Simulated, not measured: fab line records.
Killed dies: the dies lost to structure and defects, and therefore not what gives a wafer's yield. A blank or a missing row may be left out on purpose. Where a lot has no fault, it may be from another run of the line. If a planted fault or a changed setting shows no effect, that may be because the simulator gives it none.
Split-lot study	flow n5Finfet	39 wafers read from 7 lots, route of 1938 steps

== ON THE SPLIT ==
At N5_SD_EPI_N_ETCH_35 (etches SOC in N2/H2, overetch 108 nm, time 486 s), the setting sourceW was moved away from the recipe's 3000 W on 18 of the 39 wafers read, by -16.8% to +17.9%. For the rest of the wafers, this setting stayed at what the recipe calls for.

The split's own step is where the reading is taken.

== THE READING ==
rfVppV, in V, at N5_SD_EPI_N_ETCH_35 (etches SOC in N2/H2, overetch 108 nm, time 486 s). A value of 240.6 V with a standard deviation of 1.7 V is what fault-free wafers of this fab line usually give.

wafer	tool, chamber at the split	sourceW as run, W	against the recipe	rfVppV, V	against lot-mates on the recipe
L078.1	rieDiel-04, 1	3000	recipe	242.7	-
L078.2	rieDiel-04, 0	2850	-5.0%	247.1	+6.2
L078.3	rieDiel-04, 2	2850	-5.0%	244.5	+3.6
L078.4	rieDiel-04, 3	3000	recipe	239.2	-
L078.5	rieDiel-04, 2	3000	recipe	240.9	-
L078.6	rieDiel-04, 1	2850	-5.0%	246.4	+5.5
L081.1	rieDiel-04, 3	3000	recipe	238.5	-
L081.2	rieDiel-04, 1	3000	recipe	241.4	-
L081.5	rieDiel-04, 2	3000	recipe	239.4	-
L088.1	rieDiel-05, 0	3000	recipe	241.2	-
L088.2	rieDiel-05, 2	2798	-6.7%	246.6	+6.4
L088.3	rieDiel-05, 3	2798	-6.7%	246.1	+5.9
L088.4	rieDiel-05, 1	3000	recipe	239.6	-
L088.5	rieDiel-05, 3	3000	recipe	239.7	-
L088.6	rieDiel-05, 2	2798	-6.7%	246.4	+6.2
L090.1	rieDiel-05, 2	2549	-15.0%	255.3	+15.2
L090.2	rieDiel-05, 0	3000	recipe	241.4	-
L090.3	rieDiel-05, 3	2549	-15.0%	253.3	+13.2
L090.4	rieDiel-05, 1	3000	recipe	239.3	-
L090.5	rieDiel-05, 1	3000	recipe	239.6	-
L090.6	rieDiel-05, 0	2549	-15.0%	252.2	+12.1
L092.1	rieDiel-05, 2	3000	recipe	242.1	-
L092.2	rieDiel-05, 0	2809	-6.4%	245.5	+4.4
L092.3	rieDiel-05, 1	2809	-6.4%	244.6	+3.5
L092.4	rieDiel-05, 3	2809	-6.4%	243.9	+2.8
L092.5	rieDiel-05, 2	3000	recipe	241.5	-
L092.6	rieDiel-05, 1	3000	recipe	239.8	-
L093.1	rieDiel-04, 0	3538	+17.9%	229.1	-13.0
L093.2	rieDiel-04, 3	3000	recipe	242.9	-
L093.3	rieDiel-04, 1	3538	+17.9%	227.4	-14.7
L093.4	rieDiel-04, 2	3538	+17.9%	226.3	-15.8
L093.5	rieDiel-04, 3	3000	recipe	242.9	-
L093.6	rieDiel-04, 2	3000	recipe	240.6	-
L095.1	rieDiel-04, 2	2497	-16.8%	255.2	+13.1
L095.2	rieDiel-04, 0	3000	recipe	243.7	-
L095.3	rieDiel-04, 1	2497	-16.8%	257.9	+15.8
L095.4	rieDiel-04, 3	2497	-16.8%	258.0	+15.9
L095.5	rieDiel-04, 1	3000	recipe	241.1	-
L095.6	rieDiel-04, 0	3000	recipe	241.6	-

THE FIT
A straight line over all 39 wafers: rfVppV changes by -0.828 V for each +1% of sourceW; r = -0.98; the points scatter about the line by 1.6 V.
The same after taking each lot's own level away (the mean of its wafers on the recipe; 39 wafers): -0.851 V for each +1%; r = -0.98; scatter 1.3 V.
On that fit, the largest move of sourceW shifts the reading by 15 V.
The lots' own levels span 239.77 to 242.13 V, that is 1.4 times the standard deviation above.
Consequently the slope shifts little with the lot-to-lot level, the two slopes agreeing.
Check: with one of the wafers moved furthest among these (+17.9%) left out of the fit, the line predicts -15.6 V for it against its lot-mates. Against them it came out at -13 V.
Tool readings at the split's step, against how far the setting was moved: rfVppV r = -0.98.

== FURTHER SPLITS ON THESE WAFERS ==
Note: prior to the reading, these wafers also went through further splits. Each is held against what the fit with the lots' levels taken away leaves over:
other split on the same wafers	wafers away from the commonest value	r with rfVppV (lot level and that fit taken away)
N5_DUMMY_GATE_ETCH_31 targetDepthA	18	-0.18

== THE WHOLE CHAIN: every reading that the file lists as answering this split, in the file's order ==
step	what it does	reading	change (the file's fit)	r (the file's)
N5_SD_EPI_N_ETCH_35	etches SOC in N2/H2, overetch 108 nm, time 486 s	rfVppV	-0.854 V for each +1% of the setting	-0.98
N5_SD_EPI_N_ETCH_35	etches SOC in N2/H2, overetch 108 nm, time 486 s	SiARC_of_SD_EPI_N_COAT_33.thkNm (the simulator's own value, which no gauge read)	-0.114 nm for each +1% of the setting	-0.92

== FILE'S OWN FIT ==
rfVppV changes by -0.854 V for each +1% of sourceW, r = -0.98.
